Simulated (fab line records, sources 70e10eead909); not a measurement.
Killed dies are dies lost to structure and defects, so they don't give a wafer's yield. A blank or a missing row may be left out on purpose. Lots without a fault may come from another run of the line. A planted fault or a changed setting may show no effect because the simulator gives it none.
fab line records | flow nand_harc | part 2 of 2: steps 4 to 6 of 6
record lots=23 wafers=69 last_day=33
route steps=1302 shown P_ZERO_WELL@46 P_GATE@202
lots that met no fault: from a run of the same line without faults
start_h: hours from the record's first day to the start of the lot's first wafer shown | wait_h: hours since the lot's step before | " the same as in the row above | L1.1+2: a row that stands for several wafers | - no value, or no start given | * or withheld: withheld | < > ~ a bound
route shown NAME@n: a module of which the file shows steps, and the number in the route of the first | usual: mean/standard deviation of fault-free wafers | same: alike in all rows | chamber/n: place in a boat | sites: the reading at each site | _std_site: their standard deviation | _edge_site: outer sites' mean less inner sites' | radius_mm: how far each site lies from the wafer's centre | mask NAME#n: copy n | behind: the tool/chamber that last shaped the wafer | hold: why the lot was held/for how many hours/how that ended | device: the transistor (n, p or np) that didn't switch | end of line: the same wafers' tests at the end of the route | a step without rows: its recipe alone | killed: dies lost to structure and defects at the first sort, not the wafer's yield | map: a wafer's dies, x killed, . not, _ none there
set.NAME: the setting as run; set.NAME@STEP: as run at that earlier step | model.NAME: the simulator's own value behind a step, which no gauge read
steps of the route over a sample of lots; a table a step, a row a wafer
services: from which hour (start_h, from the record's first day; less than 0 if before it) a tool's chamber was out of use, for how many hours, and why
## steps
# step NHARC_P_GATE_STRIP_113
# recipe power_w=1500 temp_c=110 time_s=740 chemistry=N2/H2
# usual drypump_motor_current_A=5.3/0.5 heater_power_w=83/7.8 temp_c=109.98/0.13
# columns lot.wafer tool chamber start_h wait_h drypump_motor_current_A heater_power_w rf_hours_counter_h temp_c
L074.2 plasma_asher-02 1 113.35 0.2 4.7 92 6 110.03
L074.4 " 0 " " 4.9 79 - 110.07
L074.5 " 1 " " 4.7 90 - 110.05
L075.2 plasma_asher-02 1 125.78 0.3 4.7 90 8 110.10
L075.4 " 1 " " 4.7 94 - 110.17
L075.5 " 1 " " 4.7 91 - 110.14
L076.2 plasma_asher-01 1 134.05 0.2 5.9 91 29 110.12
L076.1 " 0 " " 5.8 73 29 110.10
L076.6 " 0 " " 5.8 72 - 109.87
L077.1 plasma_asher-01 0 145.76 0.2 5.8 73 33 109.96
L077.4 " 1 " " 5.9 91 - 109.69
L077.6 " 1 " " 5.9 93 - 110.05
L078.1 plasma_asher-01 0 146.54 0.3 5.7 73 33 110.11
L078.3 " 0 " " 5.7 73 - 110.24
L078.5 " 0 " " 5.8 70 - 109.96
L079.4 plasma_asher-02 0 161.36 0.3 4.9 79 - 109.84
L079.6 " 0 " " 4.9 81 - 109.93
L079.5 " 1 " " 4.7 93 - 109.95
L080.2 plasma_asher-02 1 176.23 0.2 4.7 92 19 109.85
L080.4 " 0 " " 4.9 80 - 109.82
L080.5 " 1 " " 4.7 93 - 109.89
L081.2 plasma_asher-01 1 182.33 0.2 5.9 86 2 109.96
L081.4 " 0 " " 5.7 73 - 109.97
L081.5 " 0 " " 5.8 71 - 110.03
L082.1 plasma_asher-01 1 195.23 0.3 5.8 87 4 110.23
L082.3 " 0 " " 5.8 73 - 109.99
L082.4 " 1 " " 5.8 86 - 110.09
L083.2 plasma_asher-02 0 207.27 0.2 4.9 80 25 109.96
L083.4 " 0 " " 4.9 78 - 109.96
L083.3 " 1 " " 4.7 88 - 109.99
L084.3 plasma_asher-02 0 216.01 0.4 4.9 79 - 109.96
L084.4 " 1 " " 4.7 90 - 110.02
L084.5 " 0 " " 4.9 80 - 110.10
L085.2 plasma_asher-02 1 220.47 0.2 4.7 90 28 109.98
L085.1 " 0 " " 4.9 79 28 109.91
L085.6 " 1 " " 4.7 93 - 110.10
L086.3 plasma_asher-01 0 234.69 0.5 5.7 71 - 109.99
L086.5 " 1 " " 5.9 86 - 109.87
L086.6 " 0 " " 5.8 72 - 109.91
L087.2 plasma_asher-02 1 238.77 0.2 4.7 92 33 109.87
L087.4 " 1 " " 4.7 93 - 110.01
L087.6 " 1 " " 4.7 91 - 109.89
L088.2 plasma_asher-01 1 254.04 0.3 5.8 88 17 109.94
L088.3 " 0 " " 5.7 75 - 110.23
L088.4 " 1 " " 5.9 89 - 109.84
L089.3 plasma_asher-01 0 261.09 0.4 5.8 71 - 109.97
L089.4 " 1 " " 5.8 86 - 110.01
L089.6 " 1 " " 5.9 86 - 109.80
L090.4 plasma_asher-02 0 275.32 0.5 4.9 78 - 109.90
L090.6 " 1 " " 4.7 95 - 110.13
L090.5 " 0 " " 4.9 80 - 109.88
L091.1 plasma_asher-02 0 287.13 0.2 4.9 79 5 110.24
L091.3 " 0 " " 4.9 81 - 109.94
L091.5 " 1 " " 4.7 95 - 109.87
L092.1 plasma_asher-01 1 288.03 0.3 5.9 86 24 109.89
L092.4 " 1 " " 5.9 86 - 109.55
L092.5 " 1 " " 5.9 88 - 109.67
L093.2 plasma_asher-01 1 302.29 0.3 5.8 86 26 110.14
L093.4 " 0 " " 5.7 73 - 110.03
L093.5 " 1 " " 5.9 87 - 110.26
L094.2 plasma_asher-02 0 318.85 0.3 4.9 81 10 110.30
L094.4 " 0 " " 4.9 80 - 110.24
L094.5 " 1 " " 4.7 93 - 109.75
L095.4 plasma_asher-01 0 321.77 0.5 5.8 73 - 109.92
L095.6 " 1 " " 5.9 86 - 109.92
L095.5 " 0 " " 5.8 73 - 109.91
L096.2 plasma_asher-02 0 331.99 0.2 4.9 77 14 110.04
L096.4 " 1 " " 4.7 93 - 109.92
L096.5 " 1 " " 4.7 93 - 109.88
# step NHARC_P_GATE_RTA_80
# recipe temp_c=300 time_s=30
# usual lamp_power_pct=2.20/0.11 wafer_temp_C_max=301.8/0.49
# columns lot.wafer tool chamber start_h wait_h lamp_power_pct wafer_temp_C_max
L074.2 rtp_anneal-01 0 115.26 - 2.31 301.3
L074.4 " 0 " " 2.31 302.0
L074.5 " 0 " " 2.31 301.7
L075.2 rtp_anneal-02 0 127.61 - 2.10 302.3
L075.4 " 0 " " 2.10 301.7
L075.5 " 0 " " 2.10 301.6
L076.1 rtp_anneal-01 0 135.93 - 2.31 301.5
L076.2 " 0 " " 2.30 301.6
L076.6 " 0 " " 2.31 301.1
L077.1 rtp_anneal-02 0 147.64 - 2.10 302.3
L077.4 " 0 " " 2.10 302.6
L077.6 " 0 " " 2.10 302.4
L078.1 rtp_anneal-01 0 148.42 - 2.30 301.0
L078.3 " 0 " " 2.31 301.5
L078.5 " 0 " " 2.31 301.9
L079.4 rtp_anneal-02 0 163.10 - 2.10 302.7
L079.5 " 0 " " 2.10 302.2
L079.6 " 0 " " 2.10 302.0
L080.2 rtp_anneal-02 0 178.14 - 2.09 302.8
L080.4 " 0 " " 2.10 301.5
L080.5 " 0 " " 2.10 302.1
L081.2 rtp_anneal-02 0 184.26 - 2.10 301.8
L081.4 " 0 " " 2.09 301.9
L081.5 " 0 " " 2.10 301.3
L082.1 rtp_anneal-02 0 197.16 - 2.10 301.8
L082.3 " 0 " " 2.10 301.9
L082.4 " 0 " " 2.10 301.7
L083.2 rtp_anneal-02 0 209.17 - 2.10 301.9
L083.3 " 0 " " 2.10 301.6
L083.4 " 0 " " 2.09 302.0
L084.3 rtp_anneal-02 0 217.69 - 2.10 301.7
L084.4 " 0 " " 2.09 302.1
L084.5 " 0 " " 2.09 301.6
L085.1 rtp_anneal-01 0 222.35 - 2.31 301.3
L085.2 " 0 " " 2.31 301.6
L085.6 " 0 " " 2.30 301.8
L086.3 rtp_anneal-01 0 236.26 - 2.31 301.2
L086.5 " 0 " " 2.30 301.6
L086.6 " 0 " " 2.30 301.6
L087.2 rtp_anneal-01 0 240.68 - 2.30 301.6
L087.4 " 0 " " 2.31 300.9
L087.6 " 0 " " 2.31 301.7
L088.2 rtp_anneal-02 0 255.85 - 2.10 302.2
L088.3 " 0 " " 2.10 302.4
L088.4 " 0 " " 2.09 302.2
L089.3 rtp_anneal-02 0 262.79 - 2.10 301.9
L089.4 " 0 " " 2.10 302.6
L089.6 " 0 " " 2.10 301.8
L090.4 rtp_anneal-02 0 276.92 - 2.10 302.9
L090.5 " 0 " " 2.10 301.4
L090.6 " 0 " " 2.10 301.7
L091.1 rtp_anneal-01 0 289.01 - 2.31 301.6
L091.3 " 0 " " 2.31 301.9
L091.5 " 0 " " 2.31 301.2
L092.1 rtp_anneal-01 0 289.94 - 2.30 302.2
L092.4 " 0 " " 2.31 301.6
L092.5 " 0 " " 2.31 301.8
L093.2 rtp_anneal-01 0 304.07 - 2.31 301.3
L093.4 " 0 " " 2.31 301.3
L093.5 " 0 " " 2.31 301.7
L094.2 rtp_anneal-02 0 320.64 - 2.09 302.1
L094.4 " 0 " " 2.09 303.2
L094.5 " 0 " " 2.10 302.6
L095.4 rtp_anneal-01 0 323.37 - 2.31 301.2
L095.5 " 0 " " 2.30 301.1
L095.6 " 0 " " 2.31 301.4
L096.2 rtp_anneal-01 0 333.93 - 2.31 301.3
L096.4 " 0 " " 2.31 301.4
L096.5 " 0 " " 2.30 301.8
# step NHARC_P_GATE_RTA_82
# recipe temp_c=450 time_s=30
# usual lamp_power_pct=4.35/0.21 wafer_temp_C_max=452.6/0.7
# columns lot.wafer tool chamber start_h wait_h lamp_power_pct wafer_temp_C_max
L074.2 rtp_anneal-02 0 115.72 - 4.12 453.0
L074.4 " 0 " " 4.12 453.5
L074.5 " 0 " " 4.12 454.2
L075.2 rtp_anneal-01 0 128.07 - 4.54 452.5
L075.4 " 0 " " 4.54 452.0
L075.5 " 0 " " 4.54 452.3
L076.1 rtp_anneal-02 0 136.58 - 4.12 452.7
L076.2 " 0 " " 4.13 454.0
L076.6 " 0 " " 4.12 453.6
L077.1 rtp_anneal-02 0 148.10 - 4.12 453.4
L077.4 " 0 " " 4.13 452.6
L077.6 " 0 " " 4.13 453.0
L078.1 rtp_anneal-01 0 148.88 - 4.54 451.7
L078.3 " 0 " " 4.54 452.3
L078.5 " 0 " " 4.53 451.9
L079.4 rtp_anneal-01 0 163.55 - 4.54 452.3
L079.5 " 0 " " 4.53 452.4
L079.6 " 0 " " 4.53 452.7
L080.2 rtp_anneal-01 0 178.61 - 4.54 452.1
L080.4 " 0 " " 4.54 452.3
L080.5 " 0 " " 4.54 453.3
L081.2 rtp_anneal-01 0 184.72 - 4.53 451.6
L081.4 " 0 " " 4.53 451.7
L081.5 " 0 " " 4.54 452.1
L082.1 rtp_anneal-01 0 197.62 - 4.53 452.8
L082.3 " 0 " " 4.54 453.0
L082.4 " 0 " " 4.53 451.9
L083.2 rtp_anneal-01 0 209.77 - 4.54 451.5
L083.3 " 0 " " 4.53 452.3
L083.4 " 0 " " 4.54 452.8
L084.3 rtp_anneal-01 0 218.15 - 4.54 452.1
L084.4 " 0 " " 4.54 452.4
L084.5 " 0 " " 4.54 452.2
L085.1 rtp_anneal-02 0 222.81 - 4.12 452.3
L085.2 " 0 " " 4.13 453.6
L085.6 " 0 " " 4.12 453.3
L086.3 rtp_anneal-02 0 236.72 - 4.13 453.4
L086.5 " 0 " " 4.12 452.9
L086.6 " 0 " " 4.13 452.4
L087.2 rtp_anneal-02 0 241.16 - 4.12 454.0
L087.4 " 0 " " 4.12 453.5
L087.6 " 0 " " 4.12 453.4
L088.2 rtp_anneal-01 0 256.31 - 4.53 452.0
L088.3 " 0 " " 4.54 452.3
L088.4 " 0 " " 4.54 451.9
L089.3 rtp_anneal-01 0 263.25 - 4.53 452.6
L089.4 " 0 " " 4.54 452.4
L089.6 " 0 " " 4.54 452.4
L090.4 rtp_anneal-02 0 277.49 - 4.12 453.8
L090.5 " 0 " " 4.12 452.4
L090.6 " 0 " " 4.11 454.8
L091.1 rtp_anneal-02 0 289.47 - 4.12 452.6
L091.3 " 0 " " 4.12 453.4
L091.5 " 0 " " 4.12 453.1
L092.1 rtp_anneal-01 0 290.40 - 4.54 452.3
L092.4 " 0 " " 4.53 451.7
L092.5 " 0 " " 4.53 451.2
L093.2 rtp_anneal-01 0 304.53 - 4.53 452.0
L093.4 " 0 " " 4.54 451.7
L093.5 " 0 " " 4.54 453.2
L094.2 rtp_anneal-02 0 321.10 - 4.12 452.5
L094.4 " 0 " " 4.12 452.7
L094.5 " 0 " " 4.12 452.8
L095.4 rtp_anneal-02 0 323.83 - 4.11 453.7
L095.5 " 0 " " 4.11 452.9
L095.6 " 0 " " 4.12 452.6
L096.2 rtp_anneal-02 0 334.38 - 4.12 454.2
L096.4 " 0 " " 4.11 452.8
L096.5 " 0 " " 4.12 452.8
## services
# columns tool chamber start_h hours kind
rtp_anneal-02 - 12.00 12.0 pm
rie_diel-02 3 35.71 4.8 repair
rie_diel-02 - 39.70 9.0 pm
rie_diel-05 3 43.36 10.7 repair
rie_diel-05 0 44.80 4.6 repair
rie_diel-05 - 52.83 9.0 pm
rie_diel-03 1 67.25 18.6 repair
plasma_asher-02 - 72.06 9.0 pm
rie_diel-02 2 76.54 8.5 repair
rie_diel-03 3 78.72 6.5 repair
rie_diel-02 3 85.74 1.2 repair
rie_diel-03 - 104.30 9.0 pm
rie_diel-05 2 161.92 3.4 repair
plasma_asher-01 - 165.09 9.0 pm
plasma_asher-02 - 167.04 3.4 repair
plasma_asher-02 - 206.32 0.9 repair
rie_diel-03 1 214.80 2.8 repair
rie_diel-02 - 217.30 9.0 pm
rie_diel-05 - 229.85 9.0 pm
rie_diel-02 - 233.59 0.1 repair
rie_diel-05 - 243.11 18.7 repair
plasma_asher-02 - 249.06 9.0 pm
rie_diel-02 - 260.06 1.2 repair
rie_diel-03 - 281.30 9.0 pm
